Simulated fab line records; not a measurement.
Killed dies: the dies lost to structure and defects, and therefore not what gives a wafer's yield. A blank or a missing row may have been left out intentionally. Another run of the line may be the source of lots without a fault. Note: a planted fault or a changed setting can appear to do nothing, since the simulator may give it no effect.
Which of the tools did it? + flow nand-harc + Sampling: 11 lots, 33 wafers, 6 of 1302 route steps

WHAT THE GAUGES SHOWED, per wafer
NHARC_P_GATE_OVL_MEAS_27. Usual: overlay-x-nm -0.1 nm, standard deviation 0.71; overlay-y-nm 0.1 nm, standard deviation 0.84.
| lot  | measured     | on         | overlay-x-nm (nm) | overlay-y-nm (nm) | flag |
|------|--------------|------------|-------------------|-------------------|------|
| L301 | day 6 02:37  | overlay-01 | 0.4 0.4 0.7       | -1.4 -0.8 -1.0    |      |
| L302 | day 6 14:17  | overlay-01 | 0.2 -0.3 0.3      | 1.3 0.8 1.1       |      |
| L303 | day 7 01:38  | overlay-01 | -0.1 -0.1 -0.1    | 0.8 0.5 0.8       |      |
| L304 | day 7 09:58  | overlay-01 | -0.2 0.0 -0.1     | 0.1 0.7 0.5       |      |
| L305 | day 8 03:28  | overlay-02 | -0.6 -1.0 -0.7    | -1.3 -1.4 -1.5    |      |
| L306 | day 8 06:04  | overlay-01 | -0.7 -0.4 -0.9    | -1.0 -2.0 -1.6    |      |
| L308 | day 9 04:11  | overlay-02 | -1.0 -0.4 -0.7    | 0.4 0.1 0.6       |      |
| L309 | day 9 16:10  | overlay-01 | 0.1 -0.5 -0.4     | -0.1 0.0 0.4      |      |
| L311 | day 10 08:37 | overlay-02 | 0.6 0.5 0.0       | 1.0 0.6 1.3       |      |
| L317 | day 12 20:56 | overlay-01 | 0.4 -0.7 -0.5     | 0.2 0.2 0.5       |      |
| L318 | day 13 08:43 | overlay-02 | 0.4 0.6 0.5       | 0.0 0.3 -0.3      |      |

NHARC_P_GATE_CD_MEAS_46: the cd target is 720 nm. Usual: cd-nm reads 720.3 nm (standard deviation 2.2).
| lot  | measured     | on        | cd-nm (nm)                          | flag |
|------|--------------|-----------|-------------------------------------|------|
| L301 | day 6 14:25  | cd-sem-03 | 720.1 717.3 715.4                   |      |
| L302 | day 7 02:05  | cd-sem-02 | 723.8 724.2 723.3                   |      |
| L303 | day 7 13:34  | cd-sem-03 | 718.0 720.7 720.3                   |      |
| L304 | day 7 23:52  | cd-sem-03 | 722.2 720.9 719.0                   |      |
| L305 | day 8 15:38  | cd-sem-02 | 722.5 723.0 720.7                   |      |
| L306 | day 8 17:46  | cd-sem-03 | 717.5 718.4 716.1                   |      |
| L308 | day 9 16:02  | cd-sem-02 | 767.2 768.3 767.0 767.1 768.2 767.3 | OFF  |
| L309 | day 10 04:03 | cd-sem-01 | 766.2 767.2 767.4 766.1 767.1 767.2 | OFF  |
| L311 | day 10 20:35 | cd-sem-01 | 724.7 727.5 724.0                   |      |
| L317 | day 13 09:14 | cd-sem-03 | 722.4 722.0 722.0                   |      |
| L318 | day 13 20:35 | cd-sem-02 | 718.7 719.0 719.8                   |      |

NHARC_END_SORT_01. Usual: killed-at-array 54, standard deviation 20; killed-at-other 0.7, standard deviation 0.94; killed-at-periphery 3.8, standard deviation 2.7; killed-dies 59, standard deviation 20; killed-open 3.5, standard deviation 1.9; killed-short 2.5, standard deviation 1.6.
| lot  | measured     | on        | killed-at-array | killed-at-other | killed-at-periphery | killed-dies | killed-open | killed-short | flag |
|------|--------------|-----------|-----------------|-----------------|---------------------|-------------|-------------|--------------|------|
| L308 | day 29 07:11 | prober-02 | 63 67           | 0 2             | 8 4                 | 71 73       | 5 5         | 4 0          |      |
| L309 | day 31 08:07 | prober-01 | 40 38 43        | 1 5 1           | 10 12 11            | 51 55 55    | 4 7 4       | 2 3 0        |      |

EACH LOT AND THE TOOL THAT RAN IT (in order: tool; ch and the chambers of the sampled wafers; start)
| lot  | NHARC_P_STI_ETCH_31                           | NHARC_P_GATE_EXPOSE_43            | NHARC_P_GATE_STRIP_112               |
|------|-----------------------------------------------|-----------------------------------|--------------------------------------|
| L301 | rie-diel-03 ch 0,2,3, day 6 02:37 or earlier  | krf-scanner-04 ch 0, day 6 14:16  | plasma-asher-01 ch 0,1, day 6 16:47  |
| L302 | rie-diel-03 ch 0,2,3, day 6 14:17 or earlier  | krf-scanner-02 ch 0, day 7 01:56  | plasma-asher-02 ch 0,1, day 7 04:30  |
| L303 | rie-diel-03 ch 0,1, day 7 01:38 or earlier    | krf-scanner-03 ch 0, day 7 13:25  | plasma-asher-02 ch 0,1, day 7 15:52  |
| L304 | rie-diel-13 ch 0,1,2, day 7 09:58 or earlier  | krf-scanner-04 ch 0, day 7 23:42  | plasma-asher-02 ch 0,1, day 8 02:10  |
| L305 | rie-diel-03 ch 0,2, day 8 03:28 or earlier    | krf-scanner-02 ch 0, day 8 15:29  | plasma-asher-02 ch 0,1, day 8 17:52  |
| L306 | rie-diel-13 ch 0,1,3, day 8 06:04 or earlier  | krf-scanner-02 ch 0, day 8 17:37  | plasma-asher-02 ch 0,1, day 8 20:04  |
| L308 | rie-diel-10 ch 1,2, day 9 04:11 or earlier    | krf-scanner-02 ch 0, day 9 15:53  | plasma-asher-01 ch 0,1, day 10 01:35 |
| L309 | rie-diel-13 ch 0,1, day 9 16:10 or earlier    | krf-scanner-02 ch 0, day 10 03:54 | plasma-asher-02 ch 0,1, day 10 15:46 |
| L311 | rie-diel-10 ch 0,1,2, day 10 08:37 or earlier | krf-scanner-04 ch 0, day 10 20:25 | plasma-asher-01 ch 0,1, day 10 23:07 |
| L317 | rie-diel-13 ch 2,3, day 12 20:56 or earlier   | krf-scanner-04 ch 0, day 13 09:05 | plasma-asher-01 ch 0,1, day 13 11:31 |
| L318 | rie-diel-13 ch 0,1, day 13 08:43 or earlier   | krf-scanner-04 ch 0, day 13 20:26 | plasma-asher-02 ch 0,1, day 13 22:45 |
- NHARC_P_STI_ETCH_31: etches the open film in CF4/CHF3, target depth 108.9 nm, time 54.5 s.
- NHARC_P_GATE_EXPOSE_43: exposes mask P NSD, target cd 720 nm.
- NHARC_P_GATE_STRIP_112: strips in N2/H2, time 200 s.

AS READ BY THE TOOLS THEMSELVES (means over the sampled wafers that have a number; for cases with no such wafer, the mark the record gives instead)
NHARC_P_STI_ETCH_31. Usual: chf3-flow-sccm 29.99 sccm, standard deviation 0.085; drypump-motor-current-A 5.5 A, standard deviation 0.48; oes-product-au 0.959 a.u., standard deviation 0.021; rf-vpp-V 370.3 V, standard deviation 1.7; showerhead-plenum-p-Torr 1.57 Torr, standard deviation 0.044; throttle-valve-pct 16.803 %, standard deviation 0.0087.
| lot  | tool        | chf3-flow-sccm (sccm) | drypump-motor-current-A (A) | oes-product-au (a.u.) | rf-vpp-V (V) | showerhead-plenum-p-Torr (Torr) | throttle-valve-pct (%) | flag |
|------|-------------|-----------------------|-----------------------------|-----------------------|--------------|---------------------------------|------------------------|------|
| L301 | rie-diel-03 | 29.99                 | 5.7                         | 0.968                 | 371.2        | 1.60                            | 16.802                 |      |
| L302 | rie-diel-03 | 29.99                 | 5.7                         | 0.937                 | 371.0        | 1.60                            | 16.802                 |      |
| L303 | rie-diel-03 | 29.90                 | 5.5                         | 0.963                 | 370.6        | 1.58                            | 16.806                 |      |
| L304 | rie-diel-13 | 29.99                 | 6.0                         | 0.924                 | 368.9        | 1.55                            | 16.804                 |      |
| L305 | rie-diel-03 | 30.00                 | 5.7                         | 0.977                 | 371.5        | 1.58                            | 16.800                 |      |
| L306 | rie-diel-13 | 29.86                 | 5.8                         | 0.948                 | 371.0        | 1.58                            | 16.803                 |      |
| L308 | rie-diel-10 | 29.99                 | 5.2                         | 0.982                 | 368.8        | 1.53                            | 16.815                 |      |
| L309 | rie-diel-13 | 29.95                 | 6.1                         | 0.971                 | 370.1        | 1.56                            | 16.804                 |      |
| L311 | rie-diel-10 | 30.00                 | 5.1                         | 0.932                 | 368.3        | 1.52                            | 16.807                 |      |
| L317 | rie-diel-13 | 30.02                 | 5.6                         | 0.966                 | 372.1        | 1.60                            | 16.803                 |      |
| L318 | rie-diel-13 | 29.99                 | 6.1                         | 0.970                 | 370.3        | 1.56                            | 16.803                 |      |

NHARC_P_GATE_EXPOSE_43. Usual: exposure-dose-mJ-cm2 14.812, standard deviation 0.015; stage-vel-mm-s 500.00 mm/s, standard deviation 0.25.
| lot  | tool           | exposure-dose-mJ-cm2 | stage-vel-mm-s (mm/s) | flag |
|------|----------------|----------------------|-----------------------|------|
| L301 | krf-scanner-04 | 14.816               | 500.10                |      |
| L302 | krf-scanner-02 | 14.810               | 499.91                |      |
| L303 | krf-scanner-03 | 14.803               | 499.84                |      |
| L304 | krf-scanner-04 | 14.817               | 499.89                |      |
| L305 | krf-scanner-02 | 14.815               | 499.93                |      |
| L306 | krf-scanner-02 | 14.819               | 500.22                |      |
| L308 | krf-scanner-02 | 19.553               | 499.97                | OFF  |
| L309 | krf-scanner-02 | 19.571               | 500.12                | OFF  |
| L311 | krf-scanner-04 | 14.819               | 500.31                |      |
| L317 | krf-scanner-04 | 14.800               | 499.97                |      |
| L318 | krf-scanner-04 | 14.824               | 500.11                |      |

NHARC_P_GATE_STRIP_112. Usual: drypump-motor-current-A 5.7 A, standard deviation 0.56; heater-power-w 83 W, standard deviation 4.9.
| lot  | tool            | drypump-motor-current-A (A) | heater-power-w (W) | flag |
|------|-----------------|-----------------------------|--------------------|------|
| L301 | plasma-asher-01 | 5.7                         | 88                 |      |
| L302 | plasma-asher-02 | 5.5                         | 80                 |      |
| L303 | plasma-asher-02 | 6.0                         | 81                 |      |
| L304 | plasma-asher-02 | 5.5                         | 80                 |      |
| L305 | plasma-asher-02 | 6.0                         | 80                 |      |
| L306 | plasma-asher-02 | 5.5                         | 80                 |      |
| L308 | plasma-asher-01 | 5.8                         | 85                 |      |
| L309 | plasma-asher-02 | 6.0                         | 80                 |      |
| L311 | plasma-asher-01 | 5.8                         | 86                 |      |
| L317 | plasma-asher-01 | 5.8                         | 85                 |      |
| L318 | plasma-asher-02 | 6.0                         | 80                 |      |

THE ANSWER, worked out from the rows above alone
Rule: take the mean of a lot's wafers that have a number; if it is more than 3 standard deviations from the usual mean, the lot is off. Also off: a lot with no number at a reading for which 4 or more lots have one. The other lots that the step has rows for count as sound. After the gauges, taken in route order, come the tools' own readings; for these a lot's mean is taken, as printed above. The first step at which some lot is off is used, and at that step the reading that is off furthest; a lot without a number counts as furthest.
Off, at NHARC_P_GATE_CD_MEAS_46 on cd-nm: L308, L309.
If a tool, at a process step before that reading, ran all the lots that are off and no sound lot after the first of them, it fits. The gauges at NHARC_P_GATE_CD_MEAS_46 aren't tried: what is off there is off at NHARC_P_GATE_EXPOSE_43 too, on other tools, and a gauge's error can't cause that. Because NHARC_P_STI_ETCH_31 lacks a start for some lots, the hours and order of its lots are taken from NHARC_P_GATE_OVL_MEAS_27. One fits: NHARC_P_GATE_EXPOSE_43 on krf-scanner-02. A fault onset in the window from L306 (day 8 17:37, its last sound lot) to L308 (day 9 15:53, its first lot off) fits.
On the lots that are off, the tool's own readings at NHARC_P_GATE_EXPOSE_43 differ by more than 5 times the standard deviation of the sound lots' means, which bears it out; exposure-dose-mJ-cm2 reads 19.562 there versus 14.814 on the sound lots.

WHAT WAS PUT IN BY THE SIMULATOR
Process parameters drifting: krf-scanner-02 at NHARC_P_GATE_EXPOSE_43, beginning at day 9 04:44. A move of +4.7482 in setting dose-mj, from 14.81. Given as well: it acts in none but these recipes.
Lots struck among those shown: L308, L309. This agrees with what the rule above found.
